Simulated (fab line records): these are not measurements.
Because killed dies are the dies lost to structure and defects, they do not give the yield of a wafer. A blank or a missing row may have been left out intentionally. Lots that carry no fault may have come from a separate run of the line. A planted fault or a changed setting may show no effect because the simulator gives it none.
fab line records | flow nandHarc
record lots=24 wafers=72 lastDay=24
route steps=1159 shown A_CONTACT@858
lots that met no fault: taken from a fault-free run of the same line
startH: start of the lot's first displayed wafer, in hours after the record's first day | waitH: how many hours have passed since the lot's step before this one | " as in the row above | L1.1+2: one row covering several wafers at once | - value missing, or start not given | * or withheld: withheld | < > ~ a bound
route shown NAME@n: NAME is a module with steps in the file, n the number in the route of the first one | usual: the fault-free wafers' mean and standard deviation | same: alike in all rows | chamber/n: place in a boat | sites: each site's reading | _std_site: standard deviation of those values | _edge_site: inner sites' mean taken away from outer sites' mean | radiusMm: how far each site lies from the wafer's centre | mask NAME#n: copy n | behind: the last tool/chamber to shape the wafer | hold: what put the lot on hold/how long, in hours/how the hold closed | device: the n, p or np transistor that did not switch | end of line: the route-end tests of the same wafers | a step without rows: its recipe alone | killed: dies that structure and defects cost at the first sort, which is not the same as the wafer's yield | map: shows each die of a wafer: x if killed, . if not, _ if none is there
set.NAME: the setting as run; set.NAME@STEP: as run at that earlier step | model.NAME: the simulator's own value behind a step, which no gauge read
steps of the route over a sample of lots; a table a step, a row a wafer
services: from which hour (startH, from the record's first day; less than 0 if before it) a tool's chamber was out of use, for how many hours, and why
## steps
# step NHARC_A_CONTACT_ETCH_48
# recipe targetDepthA=390 overEtchFrac=0.3 timeS=65 ionEnergyEv=80 cf4FlowSccm=150 arFlowSccm=0 rfW=300 biasW=100 chemistry=CF4
# usual drypumpMotorCurrentA=5.7/0.42 oesProductAu=1.000/0.0077 rfVppV=151.7/1.2 showerheadPlenumPTorr=1.80/0.079 throttleValvePct=13.284/0.0087
# columns lot.wafer tool chamber startH waitH drypumpMotorCurrentA oesProductAu rfHoursCounterH rfVppV showerheadPlenumPTorr throttleValvePct
L075.3 rieDiel-12 3 370.70 0.1 5.4 0.989 59 152.3 1.89 13.275
L075.4 " 0 " " 5.5 0.979 62 153.0 1.89 13.282
L075.5 " 3 " " 5.3 0.999 - 152.2 1.89 13.275
L076.2 rieDiel-01 0 371.40 0.1 6.4 1.008 22 150.3 1.64 13.284
L076.5 " 1 " " 5.7 1.018 - 152.7 1.78 13.289
L076.6 " 2 " " 6.6 1.005 - 150.6 1.76 13.265
L074.3 rieDiel-01 0 374.88 0.1 6.3 0.981 22 148.3 1.64 13.282
L074.2 " 1 " " 5.7 1.008 21 149.8 1.78 13.281
L074.6 " 0 " " 6.4 0.994 - 150.0 1.64 13.286
L079.2 rieDiel-11 3 383.91 0.4 5.8 1.004 2 150.9 1.79 13.294
L079.3 " 1 " " 5.6 0.991 2 152.9 1.87 13.274
L079.6 " 2 " " 5.8 1.004 - 150.4 1.67 13.270
L078.4 rieDiel-11 1 386.20 0.1 5.6 0.999 3 152.7 1.87 13.287
L078.3 " 2 " " 5.7 1.006 3 150.2 1.67 13.301
L078.5 " 2 " " 5.8 0.999 - 150.0 1.67 13.277
L080.1 rieDiel-11 3 388.67 0.1 5.8 0.991 4 152.2 1.79 13.287
L080.6 " 2 " " 5.8 0.993 - 152.0 1.67 13.272
L080.5 " 3 " " 5.8 0.987 - 151.0 1.79 13.271
L077.3 rieDiel-11 0 396.01 0.1 5.6 1.015 6 151.9 1.86 13.296
L077.6 " 2 " " 5.8 0.998 - 149.2 1.67 13.288
L077.5 " 3 " " 5.8 1.005 - 151.4 1.79 13.284
L081.2 rieDiel-12 0 406.57 0.1 5.5 1.003 7 151.9 1.89 13.284
L081.1 " 1 " " 5.2 1.002 7 150.6 1.84 13.275
L081.6 " 1 " " 5.2 0.997 - 150.5 1.84 13.265
L083.2 rieDiel-11 1 418.90 0.1 5.6 0.998 10 151.6 1.87 13.297
L083.3 " 2 " " 5.8 1.000 10 149.8 1.67 13.297
L083.4 " 0 " " 5.6 0.999 11 151.1 1.85 13.283
L082.4 rieDiel-12 0 419.08 0.1 5.5 0.996 11 152.9 1.89 13.285
L082.2 " 1 " " 5.2 1.003 12 152.8 1.84 13.292
L082.6 " 3 " " 5.3 1.008 - 152.6 1.89 13.295
L084.1 rieDiel-11 1 428.20 0.1 5.5 1.012 12 153.2 1.87 13.289
L084.6 " 0 " " 5.6 1.001 - 152.0 1.85 13.273
L084.5 " 1 " " 5.5 0.996 - 153.0 1.87 13.289
L086.3 rieDiel-12 0 446.05 0.1 5.6 1.004 20 152.9 1.88 13.285
L086.2 " 2 " " 4.8 1.003 17 153.7 1.90 13.278
L086.5 " 0 " " 5.6 0.996 - 152.4 1.88 13.281
L085.1 rieDiel-11 0 446.94 0.1 5.6 0.996 14 153.1 1.85 13.281
L085.6 " 3 " " 5.8 0.990 - 151.4 1.78 13.298
L085.5 " 0 " " 5.6 0.993 - 151.7 1.85 13.300
L087.3 rieDiel-11 0 451.98 0.1 5.6 1.005 15 152.8 1.85 13.273
L087.2 " 1 " " 5.6 0.997 15 152.0 1.87 13.273
L087.5 " 2 " " 5.7 0.994 - 151.0 1.67 13.294
L091.1 rieDiel-01 2 459.37 0.1 6.6 1.000 51 150.6 1.75 13.285
L091.5 " 1 " " 5.7 1.015 - 151.3 1.77 13.275
L091.6 " 2 " " 6.7 1.004 - 151.8 1.75 13.281
L090.1 rieDiel-12 0 461.62 0.1 5.5 0.993 26 153.0 1.88 13.297
L090.3 " 3 " " 5.4 1.007 23 151.5 1.88 13.281
L090.5 " 1 " " 5.2 1.003 - 150.7 1.83 13.288
L089.3 rieDiel-11 1 465.22 0.1 5.6 1.013 17 153.1 1.87 13.294
L089.2 " 2 " " 5.8 0.995 18 149.7 1.67 13.289
L089.5 " 1 " " 5.6 1.000 - 151.4 1.87 13.305
L088.2 rieDiel-11 1 467.47 0.1 5.6 0.992 18 153.0 1.86 13.297
L088.4 " 3 " " 5.8 0.993 19 152.8 1.78 13.276
L088.5 " 2 " " 5.7 0.989 - 151.3 1.67 13.291
L093.2 rieDiel-12 1 470.20 0.1 5.2 0.998 29 150.6 1.83 13.285
L093.3 " 2 " " 4.8 0.998 26 155.2 1.90 13.279
L093.6 " 2 " " 4.9 0.987 - 152.2 1.90 13.264
L092.4 rieDiel-01 3 473.63 0.1 6.3 0.994 59 152.9 1.83 13.285
L092.1 " 1 " " 5.7 1.011 56 150.5 1.77 13.278
L092.6 " 3 " " 6.2 0.990 - 152.0 1.83 13.278
L094.1 rieDiel-11 0 476.45 0.1 5.6 1.002 20 152.5 1.85 13.293
L094.3 " 3 " " 5.8 0.985 21 151.5 1.78 13.286
L094.5 " 1 " " 5.5 0.994 - 153.4 1.86 13.295
L096.3 rieDiel-01 3 476.63 0.1 6.2 1.004 60 152.9 1.83 13.270
L096.1 " 1 " " 5.7 1.006 58 152.3 1.77 13.276
L096.2 " 2 " " 6.6 0.993 58 151.2 1.75 13.274
L095.3 rieDiel-01 1 483.43 0.1 5.7 1.018 61 151.3 1.77 13.278
L095.5 " 1 " " 5.6 1.014 - 151.2 1.77 13.266
L095.6 " 3 " " 6.2 1.007 - 152.0 1.83 13.276
L097.3 rieDiel-11 1 509.94 0.1 5.6 1.015 25 150.7 1.86 13.292
L097.2 " 2 " " 5.8 1.004 26 150.4 1.67 13.283
L097.5 " 1 " " 5.6 1.007 - 151.3 1.86 13.272
# step NHARC_A_CONTACT_ETCH_113
# recipe sourceW=withheld pressureMtorr=20 biasV=3000 timeS=94 targetDepthA=9220 arFlowSccm=withheld c4f8FlowSccm=withheld o2FlowSccm=withheld chemistry=C4F8/O2/Ar
# columns lot.wafer tool chamber startH waitH rfHoursCounterH
L075.3 harCapEtch-01 1 372.22 0.1 -
L075.4 " 0 " " -
L075.5 " 1 " " -
L076.2 harCapEtch-02 1 372.86 0.1 11
L076.6 " 0 " " -
L076.5 " 1 " " -
L074.2 harCapEtch-01 1 376.36 0.1 55
L074.3 " 0 " " -
L074.6 " 1 " " -
L079.2 harCapEtch-02 1 385.48 0.1 13
L079.3 " 0 " " -
L079.6 " 0 " " -
L078.4 harCapEtch-03 1 387.70 0.1 -
L078.3 " 0 " " -
L078.5 " 0 " " -
L080.1 harCapEtch-01 1 390.13 0.1 58
L080.6 " 1 " " -
L080.5 " 0 " " -
L077.3 harCapEtch-02 1 397.65 0.1 -
L077.6 " 0 " " -
L077.5 " 1 " " -
L081.1 harCapEtch-02 1 408.13 0.1 17
L081.2 " 0 " " 17
L081.6 " 1 " " -
L083.2 harCapEtch-02 0 420.48 0.1 18
L083.4 " 1 " " -
L083.3 " 0 " " -
L082.2 harCapEtch-03 0 420.54 0.1 94
L082.4 " 0 " " -
L082.6 " 0 " " -
L084.1 harCapEtch-01 0 429.68 0.1 64
L084.5 " 0 " " -
L084.6 " 1 " " -
L086.2 harCapEtch-02 0 447.61 0.1 22
L086.3 " 1 " " -
L086.5 " 1 " " -
L085.1 harCapEtch-01 0 448.48 0.1 67
L085.5 " 1 " " -
L085.6 " 0 " " -
L087.2 harCapEtch-03 1 453.53 0.1 98
L087.3 " 1 " " -
L087.5 " 0 " " -
L091.1 harCapEtch-01 0 460.85 0.1 69
L091.6 " 1 " " -
L091.5 " 0 " " -
L090.1 harCapEtch-01 0 463.55 0.1 70
L090.3 " 1 " " -
L090.5 " 0 " " -
L089.2 harCapEtch-02 1 466.93 0.1 25
L089.3 " 0 " " -
L089.5 " 1 " " -
L088.2 harCapEtch-01 1 468.96 0.1 72
L088.4 " 1 " " -
L088.5 " 1 " " -
L093.2 harCapEtch-03 1 471.92 0.1 102
L093.3 " 0 " " -
L093.6 " 1 " " -
L092.1 harCapEtch-02 0 475.63 0.1 27
L092.4 " 0 " " -
L092.6 " 0 " " -
L094.1 harCapEtch-03 1 477.91 0.1 104
L094.3 " 1 " " -
L094.5 " 0 " " -
L096.1 harCapEtch-02 1 478.70 0.1 29
L096.2 " 0 " " 29
L096.3 " 0 " " -
L095.3 harCapEtch-01 1 485.26 0.1 -
L095.6 " 0 " " -
L095.5 " 1 " " -
L097.2 harCapEtch-03 0 511.62 0.1 110
L097.3 " 0 " " -
L097.5 " 0 " " -
# step NHARC_A_CONTACT_ETCH_117
# recipe sourceW=withheld pressureMtorr=20 biasV=3000 timeS=94 targetDepthA=9220 arFlowSccm=withheld c4f8FlowSccm=withheld o2FlowSccm=withheld chemistry=C4F8/O2/Ar
# columns lot.wafer tool chamber startH waitH rfHoursCounterH
L075.3 harCapEtch-01 1 372.59 0.1 -
L075.4 " 0 " " -
L075.5 " 1 " " -
L076.2 harCapEtch-02 1 373.23 0.1 11
L076.6 " 0 " " -
L076.5 " 1 " " -
L074.2 harCapEtch-01 1 376.72 0.1 55
L074.3 " 0 " " -
L074.6 " 1 " " -
L079.2 harCapEtch-02 1 385.96 0.1 14
L079.3 " 0 " " -
L079.6 " 0 " " -
L078.4 harCapEtch-03 1 388.07 0.1 -
L078.3 " 0 " " -
L078.5 " 0 " " -
L080.1 harCapEtch-01 1 390.49 0.1 58
L080.6 " 1 " " -
L080.5 " 0 " " -
L077.3 harCapEtch-02 1 398.14 0.1 -
L077.6 " 0 " " -
L077.5 " 1 " " -
L081.1 harCapEtch-02 1 408.61 0.1 17
L081.2 " 0 " " 17
L081.6 " 1 " " -
L082.2 harCapEtch-03 0 420.91 0.1 94
L082.4 " 0 " " -
L082.6 " 0 " " -
L083.2 harCapEtch-02 0 420.97 0.1 19
L083.4 " 1 " " -
L083.3 " 0 " " -
L084.1 harCapEtch-01 0 430.04 0.1 64
L084.5 " 0 " " -
L084.6 " 1 " " -
L086.2 harCapEtch-02 0 448.09 0.1 22
L086.3 " 1 " " -
L086.5 " 1 " " -
L085.1 harCapEtch-01 0 448.85 0.1 67
L085.5 " 1 " " -
L085.6 " 0 " " -
L087.2 harCapEtch-03 1 453.89 0.1 98
L087.3 " 1 " " -
L087.5 " 0 " " -
L091.1 harCapEtch-01 0 461.21 0.1 70
L091.6 " 1 " " -
L091.5 " 0 " " -
L090.1 harCapEtch-01 0 463.92 0.1 71
L090.3 " 1 " " -
L090.5 " 0 " " -
L089.2 harCapEtch-02 1 467.58 0.1 25
L089.3 " 0 " " -
L089.5 " 1 " " -
L088.2 harCapEtch-01 1 469.32 0.1 72
L088.4 " 1 " " -
L088.5 " 1 " " -
L093.2 harCapEtch-03 1 472.28 0.1 102
L093.3 " 0 " " -
L093.6 " 1 " " -
L092.1 harCapEtch-02 0 476.28 0.1 28
L092.4 " 0 " " -
L092.6 " 0 " " -
L094.1 harCapEtch-03 1 478.27 0.1 105
L094.3 " 1 " " -
L094.5 " 0 " " -
L096.1 harCapEtch-02 1 479.35 0.1 29
L096.2 " 0 " " 29
L096.3 " 0 " " -
L095.3 harCapEtch-01 1 485.62 0.1 -
L095.6 " 0 " " -
L095.5 " 1 " " -
L097.2 harCapEtch-03 0 511.98 0.1 111
L097.3 " 0 " " -
L097.5 " 0 " " -
# step NHARC_A_CONTACT_CD_MEAS_53
# usual cdNm=189.8/0.74
# columns lot.wafer tool chamber startH waitH cdNm
L075.3 cdSem-03 - 373.99 - 190.1
L075.4 " - " " 189.4
L075.5 " - " " 189.7
L076.2 cdSem-03 - 374.71 - 189.4
L076.5 " - " " 189.4
L076.6 " - " " 190.3
L074.2 cdSem-01 - 378.07 - 189.2
L074.3 " - " " 189.0
L074.6 " - " " 189.4
L079.2 cdSem-02 - 387.61 - 190.2
L079.3 " - " " 190.3
L079.6 " - " " 190.0
L078.3 cdSem-03 - 389.41 - 189.4
L078.4 " - " " 188.8
L078.5 " - " " 188.9
L080.1 cdSem-02 - 392.09 - 189.0
L080.5 " - " " 189.6
L080.6 " - " " 189.0
L077.3 cdSem-02 - 400.18 - 190.3
L077.5 " - " " 190.2
L077.6 " - " " 190.8
L081.1 cdSem-03 - 410.28 - 191.4
L081.2 " - " " 191.0
L081.6 " - " " 190.5
L082.2 cdSem-03 - 422.28 - 189.6
L082.4 " - " " 189.7
L082.6 " - " " 189.2
L083.2 cdSem-02 - 422.60 - 190.5
L083.3 " - " " 190.7
L083.4 " - " " 190.0
L084.1 cdSem-01 - 431.41 - 188.5
L084.5 " - " " 188.2
L084.6 " - " " 189.2
L086.2 cdSem-01 - 449.78 - 189.8
L086.3 " - " " 189.7
L086.5 " - " " 189.8
L085.1 cdSem-03 - 450.19 - 189.7
L085.5 " - " " 190.5
L085.6 " - " " 190.1
L087.2 cdSem-02 - 455.27 - 190.2
L087.3 " - " " 190.2
L087.5 " - " " 190.0
L091.1 cdSem-02 - 462.57 - 190.6
L091.5 " - " " 191.0
L091.6 " - " " 191.0
L090.1 cdSem-01 - 465.27 - 188.9
L090.3 " - " " 189.2
L090.5 " - " " 189.1
L089.2 cdSem-01 - 469.60 - 190.2
L089.3 " - " " 190.5
L089.5 " - " " 190.6
L088.2 cdSem-02 - 470.68 - 190.3
L088.4 " - " " 190.1
L088.5 " - " " 190.4
L093.2 cdSem-01 - 473.68 - 189.3
L093.3 " - " " 189.2
L093.6 " - " " 189.5
L092.1 cdSem-02 - 478.34 - 189.0
L092.4 " - " " 189.0
L092.6 " - " " 189.0
L094.1 cdSem-01 - 479.63 - 188.6
L094.3 " - " " 188.9
L094.5 " - " " 188.6
L096.1 cdSem-01 - 481.38 - 191.5
L096.2 " - " " 191.5
L096.3 " - " " 191.2
L095.3 cdSem-02 - 486.95 - 189.6
L095.5 " - " " 189.7
L095.6 " - " " 189.9
L097.2 cdSem-03 - 513.35 - 189.5
L097.3 " - " " 189.1
L097.5 " - " " 188.9
# step NHARC_A_CONTACT_CD_MEAS_69
# recipe targetCdNm=200 landingEnergyEv=500
# usual cdNm=200.1/0.39
# columns lot.wafer tool chamber startH waitH cdNm
L075.3 cdSem-02 0 377.32 - 199.8
L075.4 " 0 " " 200.2
L075.5 " 0 " " 199.8
L076.2 cdSem-03 0 378.24 - 199.9
L076.5 " 0 " " 199.5
L076.6 " 0 " " 199.6
L074.2 cdSem-01 0 382.79 - 200.3
L074.3 " 0 " " 200.1
L074.6 " 0 " " 199.9
L079.2 cdSem-01 0 391.00 - 200.4
L079.3 " 0 " " 200.0
L079.6 " 0 " " 200.1
L078.3 cdSem-02 0 392.79 - 199.8
L078.4 " 0 " " 200.3
L078.5 " 0 " " 199.3
L080.1 cdSem-03 0 396.42 - 199.9
L080.5 " 0 " " 199.6
L080.6 " 0 " " 200.9
L077.3 cdSem-03 0 404.07 - 199.9
L077.5 " 0 " " 199.3
L077.6 " 0 " " 199.8
L081.1 cdSem-02 0 413.60 - 200.4
L081.2 " 0 " " 200.1
L081.6 " 0 " " 200.4
L082.2 cdSem-01 0 425.88 - 200.2
L082.4 " 0 " " 200.3
L082.6 " 0 " " 200.9
L083.2 cdSem-01 0 426.16 - 200.6
L083.3 " 0 " " 199.8
L083.4 " 0 " " 200.0
L084.1 cdSem-02 0 435.86 - 200.6
L084.5 " 0 " " 200.4
L084.6 " 0 " " 200.4
L086.2 cdSem-02 0 453.37 - 199.8
L086.3 " 0 " " 199.8
L086.5 " 0 " " 200.0
L085.1 cdSem-03 0 453.72 - 200.1
L085.5 " 0 " " 199.7
L085.6 " 0 " " 199.9
L087.2 cdSem-02 0 458.65 - 199.8
L087.3 " 0 " " 200.3
L087.5 " 0 " " 199.8
L091.1 cdSem-03 0 468.62 - 200.3
L091.5 " 0 " " 200.3
L091.6 " 0 " " 200.4
L090.1 cdSem-02 0 471.76 - 199.6
L090.3 " 0 " " 199.9
L090.5 " 0 " " 200.0
L089.2 cdSem-01 0 473.53 - 200.5
L089.3 " 0 " " 200.5
L089.5 " 0 " " 200.4
L088.2 cdSem-01 0 474.13 - 200.2
L088.4 " 0 " " 200.3
L088.5 " 0 " " 200.3
L093.2 cdSem-01 0 479.85 - 200.0
L093.3 " 0 " " 199.5
L093.6 " 0 " " 199.2
L092.1 cdSem-03 0 487.01 - 200.3
L092.4 " 0 " " 200.2
L092.6 " 0 " " 200.4
L094.1 cdSem-02 0 489.27 - 200.1
L094.3 " 0 " " 200.1
L094.5 " 0 " " 199.5
L096.1 cdSem-01 0 490.61 - 200.5
L096.2 " 0 " " 199.9
L096.3 " 0 " " 200.5
L095.3 cdSem-01 0 494.24 - 200.5
L095.5 " 0 " " 200.7
L095.6 " 0 " " 199.8
L097.2 cdSem-01 0 516.65 - 200.6
L097.3 " 0 " " 200.2
L097.5 " 0 " " 200.6
# step NHARC_A_CONTACT_OVL_MEAS_70
# usual overlayXNm=0.4/0.77 overlayYNm=0.1/0.87
# columns lot.wafer tool chamber startH waitH overlayXNm overlayYNm
L075.3 overlay-01 - 377.40 - 1.4 0.8
L075.4 " - " " 0.9 0.6
L075.5 " - " " 0.6 0.7
L076.2 overlay-01 - 378.33 - 0.5 0.8
L076.5 " - " " 1.2 0.7
L076.6 " - " " 1.0 -0.1
L074.2 overlay-01 - 382.88 - 1.7 0.5
L074.3 " - " " 1.9 0.4
L074.6 " - " " 2.0 0.1
L079.2 overlay-01 - 391.08 - 1.0 -1.8
L079.3 " - " " 0.8 -1.6
L079.6 " - " " 0.4 -1.7
L078.3 overlay-02 - 392.88 - -0.2 -0.1
L078.4 " - " " 0.3 -0.5
L078.5 " - " " -0.3 0.1
L080.1 overlay-02 - 396.51 - 0.3 -0.5
L080.5 " - " " 0.4 -0.2
L080.6 " - " " 0.8 -0.3
L077.3 overlay-01 - 404.15 - 0.2 1.0
L077.5 " - " " 1.0 0.5
L077.6 " - " " 0.9 1.4
L081.1 overlay-01 - 413.68 - 0.8 -1.1
L081.2 " - " " 0.9 -1.5
L081.6 " - " " 1.3 -1.2
L082.2 overlay-01 - 425.97 - 0.3 0.8
L082.4 " - " " 0.2 0.4
L082.6 " - " " 0.6 0.5
L083.2 overlay-01 - 426.24 - 0.5 -0.6
L083.3 " - " " 0.7 0.1
L083.4 " - " " 0.5 -0.8
L084.1 overlay-02 - 435.94 - 0.2 -1.0
L084.5 " - " " 0.9 -1.2
L084.6 " - " " 0.0 -1.3
L086.2 overlay-01 - 453.45 - 0.4 0.6
L086.3 " - " " 0.1 0.2
L086.5 " - " " 0.1 0.3
L085.1 overlay-02 - 453.81 - 1.3 0.8
L085.5 " - " " 0.9 0.4
L085.6 " - " " 1.9 1.1
L087.2 overlay-01 - 458.74 - 0.2 0.6
L087.3 " - " " 0.5 0.8
L087.5 " - " " 0.4 -0.1
L091.1 overlay-02 - 468.70 - 0.5 -0.1
L091.5 " - " " 0.6 0.4
L091.6 " - " " 1.0 -0.1
L090.1 overlay-02 - 471.85 - -0.8 -0.4
L090.3 " - " " -0.7 -0.2
L090.5 " - " " -0.6 -0.2
L089.2 overlay-01 - 473.62 - -0.2 -0.4
L089.3 " - " " -0.1 0.6
L089.5 " - " " 0.1 -0.1
L088.2 overlay-02 - 474.22 - 1.1 -0.6
L088.4 " - " " 1.3 0.0
L088.5 " - " " 1.6 -0.2
L093.2 overlay-01 - 479.94 - -0.7 -0.1
L093.3 " - " " -0.8 -0.2
L093.6 " - " " -1.1 -0.4
L092.1 overlay-01 - 487.10 - 0.3 0.2
L092.4 " - " " 0.5 0.9
L092.6 " - " " 0.0 0.3
L094.1 overlay-01 - 489.36 - 0.8 -0.4
L094.3 " - " " 1.6 -0.7
L094.5 " - " " 1.3 0.1
L096.1 overlay-02 - 490.70 - 0.0 1.1
L096.2 " - " " -0.1 0.9
L096.3 " - " " 0.0 0.8
L095.3 overlay-01 - 494.33 - -0.5 2.5
L095.5 " - " " -0.9 2.5
L095.6 " - " " -0.2 1.9
L097.2 overlay-02 - 516.73 - -1.1 -0.9
L097.3 " - " " -1.0 -0.7
L097.5 " - " " -0.9 -0.7
## services
# columns tool chamber startH hours kind
rieDiel-11 - 366.53 9.0 pm
rieDiel-11 0 366.53 9.0 ventCycle
rieDiel-11 1 366.53 9.0 ventCycle
rieDiel-11 2 366.53 9.0 ventCycle
rieDiel-11 3 366.53 9.0 ventCycle
rieDiel-01 - 370.63 0.4 repair
rieDiel-11 0 375.53 - clean
rieDiel-11 1 375.53 - clean
rieDiel-11 2 375.53 - clean
rieDiel-11 3 375.53 - clean
rieDiel-12 - 379.62 9.0 pm
rieDiel-11 0 400.10 - clean
rieDiel-11 1 400.10 - clean
rieDiel-11 2 400.10 - clean
rieDiel-11 3 400.10 - clean
rieDiel-11 0 424.60 - clean
rieDiel-01 - 437.94 0.2 repair
harCapEtch-02 - 439.59 0.3 repair
harCapEtch-01 - 440.34 0.3 repair
rieDiel-11 0 441.10 3.3 repair
rieDiel-11 1 454.41 2.5 repair
rieDiel-01 0 490.11 22.5 repair
rieDiel-01 - 491.99 9.0 pm
rieDiel-11 0 500.70 10.5 repair
## key
fault none
